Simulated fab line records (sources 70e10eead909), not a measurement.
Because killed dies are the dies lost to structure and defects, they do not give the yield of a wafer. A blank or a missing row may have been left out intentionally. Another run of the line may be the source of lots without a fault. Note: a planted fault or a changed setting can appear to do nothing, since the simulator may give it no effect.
Chamber matching + flow nandHarc + rieDiel-05 running NHARC_A_M1_STRIP_18: 4 sister chambers
The step strips in N2/H2. 4 wafers are shown with their chamber, then 10 later ones without.

WAFERS PAIRED WITH THEIR CHAMBERS
| wafer  | chamber | showerheadPlenumPTorr (Torr) |
|--------|---------|------------------------------|
| L087.3 | 3       | 2.15                         |
| L089.1 | 1       | 1.95                         |
| L090.1 | 2       | 2.17                         |
| L090.2 | 0       | 2.09                         |

WAFERS WHOSE CHAMBER IS MISSING
| wafer  | showerheadPlenumPTorr (Torr) |
|--------|------------------------------|
| L090.6 | 2.17                         |
| L093.4 | 2.15                         |
| L093.5 | 2.17                         |
| L093.6 | 2.15                         |
| L094.3 | 2.09                         |
| L094.4 | 2.15                         |
| L094.5 | 2.09                         |
| L096.3 | 2.09                         |
| L096.5 | 1.94                         |
| L096.6 | 2.17                         |

WHICH CHAMBER EACH ONE RAN IN
| wafer  | from the rows above | in truth |
|--------|---------------------|----------|
| L090.6 | 2                   | 2        |
| L093.4 | 3                   | 3        |
| L093.5 | 2                   | 2        |
| L093.6 | 3                   | 3        |
| L094.3 | 0                   | 0        |
| L094.4 | 3                   | 3        |
| L094.5 | 0                   | 0        |
| L096.3 | 0                   | 0        |
| L096.5 | 1                   | 1        |
| L096.6 | 2                   | 2        |
10 of 10 placed correctly. Left unplaced by these rows: 0. Wrongly placed: 0.
How it was worked out, from the rows above alone: a wafer's distance from a chamber is the root of the sum, over the readings, of the square of ((its reading less the chamber's mean) divided by the reading's scatter). If the next closest chamber is less than 2 further off than the closest, the wafer can't be placed; otherwise it belongs to the closest. Each chamber's mean is taken over the wafers shown for it. The scatter: root of mean squared gap, hidden wafer to nearest shown wafer, with one shown wafer a chamber.
